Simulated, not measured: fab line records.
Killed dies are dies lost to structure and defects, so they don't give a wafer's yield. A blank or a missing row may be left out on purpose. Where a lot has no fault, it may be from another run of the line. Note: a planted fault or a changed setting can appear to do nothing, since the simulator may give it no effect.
Which tool did it?	flow n5-finfet	24 lots with 72 wafers sampled at 6 steps, on a route of 1938 steps

WHAT THE GAUGES SHOWED, per wafer
N5_MOL_CONTACT_COAG_CD_MEAS_137: target cd 16 nm. Usual: cd-nm at 16.0 nm, with a standard deviation of 0.42.
lot	measured	on	cd-nm (nm)	flag
L074	day 5 07:55	cd-sem-03	15.9 15.4 15.8	
L075	day 5 08:40	cd-sem-01	15.4 15.8 16.1	
L076	day 5 16:03	cd-sem-03	15.6 16.4 15.8	
L077	day 5 19:38	cd-sem-01	16.5 16.2 16.0	
L078	day 6 04:43	cd-sem-02	16.1 16.0 16.4	
L079	day 6 12:58	cd-sem-03	17.0 15.9 16.2	
L080	day 6 13:17	cd-sem-02	16.7 15.9 16.8	
L081	day 6 22:31	cd-sem-03	16.3 15.8 16.3	
L082	day 7 02:40	cd-sem-01	16.3 16.1 15.3	
L083	day 7 07:02	cd-sem-03	15.6 16.0 16.1	
L084	day 7 13:19	cd-sem-01	16.2 15.9 15.5	
L085	day 7 22:49	cd-sem-03	16.1 16.6 15.6	
L086	day 8 02:25	cd-sem-03	15.6 15.9 15.9	
L087	day 8 08:43	cd-sem-01	16.2 15.7 16.0	
L088	day 8 17:00	cd-sem-03	15.4 15.8 16.5	
L089	day 8 23:02	cd-sem-02	15.9 15.5 16.6	
L090	day 9 02:40	cd-sem-03	16.0 16.0 16.1	
L091	day 9 05:51	cd-sem-01	16.6 16.1 16.1	
L092	day 9 13:11	cd-sem-03	16.2 15.5 15.4	
L093	day 9 19:00	cd-sem-02	15.8 16.4 15.4	
L094	day 10 06:20	cd-sem-03	15.7 16.1 15.4	
L095	day 10 06:58	cd-sem-01	16.2 16.0 15.7	
L096	day 10 15:56	cd-sem-02	15.6 14.8 16.1	
L097	day 11 00:03	cd-sem-01	16.8 16.3 16.1	

N5_BEOL_M0_SAQP_OVL_MEAS_15. Usual: for M0_CORE_OVL the level is -0.4 nm and the standard deviation is 0.75.
lot	measured	on	M0_CORE_OVL (nm)	flag
L074	day 5 15:22	overlay-01	0.6 0.2 0.2	
L075	day 5 18:55	overlay-02	-0.6 -1.3 0.7	
L076	day 6 00:05	overlay-02	0.2 -0.1 0.5	
L077	day 6 03:38	overlay-02	0.1 0.6 -0.2	
L078	day 6 11:21	overlay-01	0.3 -0.7 0.6	
L079	day 6 20:07	overlay-01	-0.3 -1.1 -0.5	
L080	day 6 23:41	overlay-01	-0.2 0.0 0.3	
L081	day 7 05:48	overlay-01	0.3 -1.3 -0.5	
L082	day 7 09:41	overlay-02	-0.3 0.0 -1.1	
L083	day 7 14:23	overlay-01	-1.4 -2.0 -1.0	
L084	day 7 21:25	overlay-02	0.1 0.0 0.1	
L085	day 8 06:17	overlay-02	-0.9 -0.4 0.4	
L086	day 8 12:16	overlay-02	-0.5 -0.1 -0.3	
L087	day 8 16:06	overlay-02	-0.2 0.3 -0.3	
L088	day 9 01:13	overlay-02	1.0 0.6 -0.4	
L089	day 9 06:00	overlay-01	-1.0 -1.7 -1.1	
L090	day 9 09:30	overlay-02	-0.4 -0.8 -0.8	
L091	day 9 14:10	overlay-02	-0.8 0.3 -0.5	
L092	day 9 20:04	overlay-02	-0.6 -0.5 -0.8	
L093	day 10 02:19	overlay-01	0.3 0.4 -0.3	
L094	day 10 13:00	overlay-02	-1.1 -0.1 0.0	
L095	day 10 16:25	overlay-01	-0.4 -0.7 -0.2	
L096	day 10 22:59	overlay-02	-2.1 -1.6 -1.7	
L097	day 11 06:37	overlay-01	-1.3 -1.0 -0.3	

N5_BEOL_M0_SAQP_CD_MEAS_25: target cd 13.1 nm. Usual: cd-nm at 12.84 nm, with a standard deviation of 0.23.
lot	measured	on	cd-nm (nm)	flag
L074	day 5 17:38	cd-sem-03	13.19 12.84 12.38	
L075	day 5 20:43	cd-sem-03	12.52 13.13 12.70	
L076	day 6 01:43	cd-sem-03	12.64 12.76 13.06	
L077	day 6 06:30	cd-sem-01	12.69 12.82 12.91	
L078	day 6 13:02	cd-sem-02	12.91 12.88 12.71	
L079	day 6 21:53	cd-sem-02	12.79 12.53 12.64	
L080	day 7 01:19	cd-sem-02	12.77 12.48 12.78	
L081	day 7 07:25	cd-sem-01	13.17 13.08 13.02	
L082	day 7 11:25	cd-sem-02	12.86 12.85 12.76	
L083	day 7 16:01	cd-sem-03	12.99 13.33 12.81	
L084	day 7 23:30	cd-sem-03	12.99 13.03 12.71	
L085	day 8 08:23	cd-sem-01	13.30 13.36 12.68	
L086	day 8 15:27	cd-sem-02	12.89 12.62 12.62	
L087	day 8 17:46	cd-sem-03	12.82 12.92 12.46	
L088	day 9 02:58	cd-sem-03	12.93 12.84 13.41	
L089	day 9 07:37	cd-sem-03	13.06 12.70 12.81	
L090	day 9 11:43	cd-sem-01	13.08 13.14 13.12	
L091	day 9 15:48	cd-sem-01	12.88 12.90 12.61	
L092	day 9 21:53	cd-sem-01	12.77 12.92 12.51	
L093	day 10 04:13	cd-sem-03	12.74 12.53 12.71	
L094	day 10 14:43	cd-sem-01	12.67 13.26 13.04	
L095	day 10 18:37	cd-sem-01	13.10 13.04 12.58	
L096	day 11 00:36	cd-sem-02	12.76 12.95 12.93	
L097	day 11 08:17	cd-sem-02	13.50 12.74 13.01	

N5_BEOL_M0_SAQP_INSPECT_42: inspects for defects (brightfield). Usual: raw-defect-count at 266, with a standard deviation of 72.
lot	measured	on	raw-defect-count	flag
L074	day 5 19:51	defect-inspect-01	228 183 269	
L075	day 5 23:10	defect-inspect-01	268 215 153	
L076	day 6 03:52	defect-inspect-01	418 284 368	
L077	day 6 09:03	defect-inspect-02	419 268 236	
L078	day 6 15:19	defect-inspect-02	390 222 349	
L079	day 7 00:11	defect-inspect-02	472 274 431	
L080	day 7 03:31	defect-inspect-02	283 330 295	
L081	day 7 09:50	defect-inspect-01	283 194 294	
L082	day 7 13:46	defect-inspect-02	255 260 230	
L083	day 7 18:12	defect-inspect-02	230 252 298	
L084	day 8 02:22	defect-inspect-01	256 397 323	
L085	day 8 10:47	defect-inspect-02	203 287 306	
L086	day 8 17:43	defect-inspect-02	260 252 197	
L087	day 8 21:23	defect-inspect-01	238 230 335	
L088	day 9 05:30	defect-inspect-01	255 199 247	
L089	day 9 09:47	defect-inspect-01	331 218 196	
L090	day 9 14:06	defect-inspect-01	225 276 261	
L091	day 9 18:13	defect-inspect-02	171 179 190	
L092	day 10 00:22	defect-inspect-02	226 287 316	
L093	day 10 07:00	defect-inspect-02	238 226 186	
L094	day 10 17:07	defect-inspect-01	279 428 307	
L095	day 10 20:46	defect-inspect-02	269 275 212	
L096	day 11 02:53	defect-inspect-02	103 184 153	
L097	day 11 10:27	defect-inspect-02	358 413 303	

WHICH TOOL RAN EACH LOT (tool, then ch and the chambers of the sampled wafers, then the start)
lot	N5_MOL_CONTACT_COAG_ETCH_65	N5_MOL_CONTACT_COAG_ETCH_66
L074	rie-diel-05 ch 0,1, day 5 08:59	rie-diel-05 ch 0,1, day 5 09:01
L075	rie-diel-05 ch 0,1,2, day 5 09:41	rie-diel-05 ch 0,1,2, day 5 09:43
L076	rie-diel-04 ch 0,1, day 5 16:39	rie-diel-04 ch 0,1, day 5 16:40
L077	rie-diel-05 ch 0,1,3, day 5 20:07	rie-diel-05 ch 0,1,3, day 5 20:08
L078	rie-diel-04 ch 0,1,3, day 6 05:11	rie-diel-04 ch 0,1,3, day 6 05:13
L079	rie-diel-04 ch 0,1,2, day 6 13:41	rie-diel-04 ch 0,1,2, day 6 13:42
L080	rie-diel-05 ch 1,2,3, day 6 14:33	rie-diel-05 ch 1,2,3, day 6 14:34
L081	rie-diel-01 ch 0,1, day 6 23:08	rie-diel-01 ch 0,1, day 6 23:10
L082	rie-diel-04 ch 0,2,3, day 7 03:16	rie-diel-04 ch 0,2,3, day 7 03:17
L083	rie-diel-01 ch 0,1,3, day 7 07:38	rie-diel-01 ch 0,1,3, day 7 07:40
L084	rie-diel-01 ch 2,3, day 7 14:13	rie-diel-01 ch 2,3, day 7 14:14
L085	rie-diel-04 ch 1,2,3, day 7 23:33	rie-diel-04 ch 1,2,3, day 7 23:34
L086	rie-diel-05 ch 0,1,3, day 8 03:01	rie-diel-05 ch 0,1,3, day 8 03:02
L087	rie-diel-04 ch 0,1,3, day 8 09:12	rie-diel-04 ch 0,1,3, day 8 09:13
L088	rie-diel-04 ch 0,1,2, day 8 17:29	rie-diel-04 ch 0,1,2, day 8 17:30
L089	rie-diel-05 ch 0,1,2, day 8 23:38	rie-diel-05 ch 0,1,2, day 8 23:39
L090	rie-diel-05 ch 1,3, day 9 03:16	rie-diel-05 ch 1,3, day 9 03:17
L091	rie-diel-04 ch 0,1,2, day 9 06:26	rie-diel-04 ch 0,1,2, day 9 06:28
L092	rie-diel-05 ch 0,1,2, day 9 13:47	rie-diel-05 ch 0,1,2, day 9 13:48
L093	rie-diel-01 ch 0,1,2, day 9 19:35	rie-diel-01 ch 0,1,2, day 9 19:37
L094	rie-diel-05 ch 0,1,3, day 10 06:50	rie-diel-05 ch 0,1,3, day 10 06:52
L095	rie-diel-01 ch 2,3, day 10 07:27	rie-diel-01 ch 2,3, day 10 07:28
L096	rie-diel-01 ch 0,3, day 10 16:25	rie-diel-01 ch 0,3, day 10 16:26
L097	rie-diel-05 ch 0,2, day 11 00:39	rie-diel-05 ch 0,2, day 11 00:40
- N5_MOL_CONTACT_COAG_ETCH_65: etches underlayer in N2/H2, target depth 13 nm, time 10.4 s.
- N5_MOL_CONTACT_COAG_ETCH_66: etches SiARC in CF4, target depth 13 nm, time 21.7 s.

WHAT THE TOOLS THEMSELVES READ (means of the sampled wafers that have a number; where no wafer has one, the mark that the record gives instead)
N5_MOL_CONTACT_COAG_ETCH_65. Usual: drypump-motor-current-A 5.8 A, standard deviation 0.52; etch-rf-on-time-s 10.5 s, standard deviation 0.32; n2-flow-sccm 200.0 sccm, standard deviation 0.54; oes-product-au 0.71 a.u., standard deviation 0.075; rf-vpp-V 523.2 V, standard deviation 1.5; showerhead-plenum-p-Torr 2.52 Torr, standard deviation 0.059; throttle-valve-pct 17.9 %, standard deviation 0.35.
lot	tool	drypump-motor-current-A (A)	etch-rf-on-time-s (s)	n2-flow-sccm (sccm)	oes-product-au (a.u.)	rf-vpp-V (V)	showerhead-plenum-p-Torr (Torr)	throttle-valve-pct (%)	flag
L074	rie-diel-05	5.3	10.3	200.3	0.77	522.3	2.47	17.6	
L075	rie-diel-05	5.9	10.7	200.0	0.72	522.6	2.50	17.9	
L076	rie-diel-04	5.6	10.4	199.7	0.73	523.8	2.57	17.9	
L077	rie-diel-05	5.3	10.4	200.2	0.79	522.4	2.48	17.6	
L078	rie-diel-04	5.8	10.4	199.6	0.76	523.4	2.52	17.7	
L079	rie-diel-04	5.6	10.5	200.1	0.75	522.9	2.54	17.8	
L080	rie-diel-05	5.8	10.7	199.2	0.73	523.6	2.50	18.0	
L081	rie-diel-01	6.1	10.4	200.2	0.65	523.5	2.56	18.2	
L082	rie-diel-04	5.7	10.3	199.9	0.77	521.7	2.49	17.7	
L083	rie-diel-01	6.0	10.4	200.1	0.66	524.0	2.55	18.2	
L084	rie-diel-01	5.5	10.3	199.5	0.67	526.9	2.63	18.0	
L085	rie-diel-04	5.6	10.3	200.6	0.79	522.5	2.53	17.7	
L086	rie-diel-05	5.3	10.3	199.7	0.76	522.2	2.47	17.7	
L087	rie-diel-04	5.8	10.5	200.1	0.73	522.6	2.51	17.8	
L088	rie-diel-04	5.6	10.6	199.5	0.72	522.4	2.53	17.9	
L089	rie-diel-05	5.8	10.6	200.3	0.68	522.8	2.49	18.0	
L090	rie-diel-05	5.3	10.4	200.0	0.76	522.6	2.47	17.7	
L091	rie-diel-04	5.6	10.6	200.1	0.71	522.9	2.53	17.9	
L092	rie-diel-05	5.9	10.4	200.7	0.68	522.8	2.48	18.0	
L093	rie-diel-01	5.8	10.4	199.5	0.63	524.9	2.58	18.3	
L094	rie-diel-05	5.3	10.4	200.6	0.73	522.3	2.46	17.7	
L095	rie-diel-01	5.8	10.4	199.8	0.66	525.2	2.58	17.9	
L096	rie-diel-01	6.2	10.4	199.9	0.66	523.7	2.56	18.0	
L097	rie-diel-05	6.2	10.7	199.7	0.63	522.0	2.51	18.3	

N5_MOL_CONTACT_COAG_ETCH_66. Usual: drypump-motor-current-A 5.8 A, standard deviation 0.51; etch-rf-on-time-s 21.8 s, standard deviation 0.65; mfc-ar-sccm 100.0 sccm, standard deviation 0.32; oes-product-au 0.71 a.u., standard deviation 0.073; rf-vpp-V 183.9 V, standard deviation 0.97; showerhead-plenum-p-Torr 2.13 Torr, standard deviation 0.045; throttle-valve-pct 15.62 %, standard deviation 0.24.
lot	tool	drypump-motor-current-A (A)	etch-rf-on-time-s (s)	mfc-ar-sccm (sccm)	oes-product-au (a.u.)	rf-vpp-V (V)	showerhead-plenum-p-Torr (Torr)	throttle-valve-pct (%)	flag
L074	rie-diel-05	5.3	21.6	100.1	0.77	184.3	2.10	15.43	
L075	rie-diel-05	5.9	22.4	100.1	0.71	183.4	2.11	15.62	
L076	rie-diel-04	5.6	21.8	99.5	0.73	184.9	2.14	15.53	
L077	rie-diel-05	5.3	21.7	99.7	0.80	182.9	2.11	15.46	
L078	rie-diel-04	5.8	21.8	100.3	0.75	184.0	2.12	15.44	
L079	rie-diel-04	5.6	21.8	99.8	0.74	183.2	2.11	15.45	
L080	rie-diel-05	5.8	22.5	99.7	0.72	183.9	2.11	15.66	
L081	rie-diel-01	6.1	21.7	99.9	0.65	183.9	2.15	15.86	
L082	rie-diel-04	5.8	21.7	99.8	0.77	183.1	2.09	15.36	
L083	rie-diel-01	6.0	21.9	100.1	0.65	183.7	2.15	15.87	
L084	rie-diel-01	5.5	21.4	100.4	0.67	185.1	2.22	15.72	
L085	rie-diel-04	5.6	21.3	100.3	0.79	184.1	2.13	15.38	
L086	rie-diel-05	5.3	21.3	99.9	0.76	184.3	2.10	15.50	
L087	rie-diel-04	5.8	21.5	99.8	0.74	183.3	2.12	15.48	
L088	rie-diel-04	5.6	21.6	100.2	0.72	184.4	2.11	15.46	
L089	rie-diel-05	5.9	22.1	99.9	0.69	184.3	2.10	15.68	
L090	rie-diel-05	5.2	21.9	100.0	0.76	182.9	2.11	15.53	
L091	rie-diel-04	5.6	21.6	100.1	0.72	184.2	2.11	15.47	
L092	rie-diel-05	5.9	22.2	99.9	0.68	183.6	2.10	15.69	
L093	rie-diel-01	5.8	21.8	99.9	0.63	183.7	2.16	15.89	
L094	rie-diel-05	5.3	21.7	99.7	0.73	182.8	2.10	15.53	
L095	rie-diel-01	5.8	21.6	100.4	0.66	184.2	2.19	15.78	
L096	rie-diel-01	6.2	21.7	99.8	0.66	184.3	2.17	15.81	
L097	rie-diel-05	6.2	22.5	100.1	0.62	184.2	2.11	15.89	

THE ANSWER, worked out from the rows above alone
Rule: a lot counts as off when the mean over its wafers that have a number is more than 3 standard deviations away from the usual mean. A lot without any number at a reading at which 4 lots or more have one is off too. Where the step has rows for the other lots, those lots are counted as sound. First the gauges in route order, then the tools' own readings, where a lot's mean is used as printed above. The first step at which some lot is off is used, and at that step the reading that is off furthest; a lot without a number counts as furthest.
None of the lots is off at any reading shown; this tells nothing.

WHAT WAS PUT IN BY THE SIMULATOR
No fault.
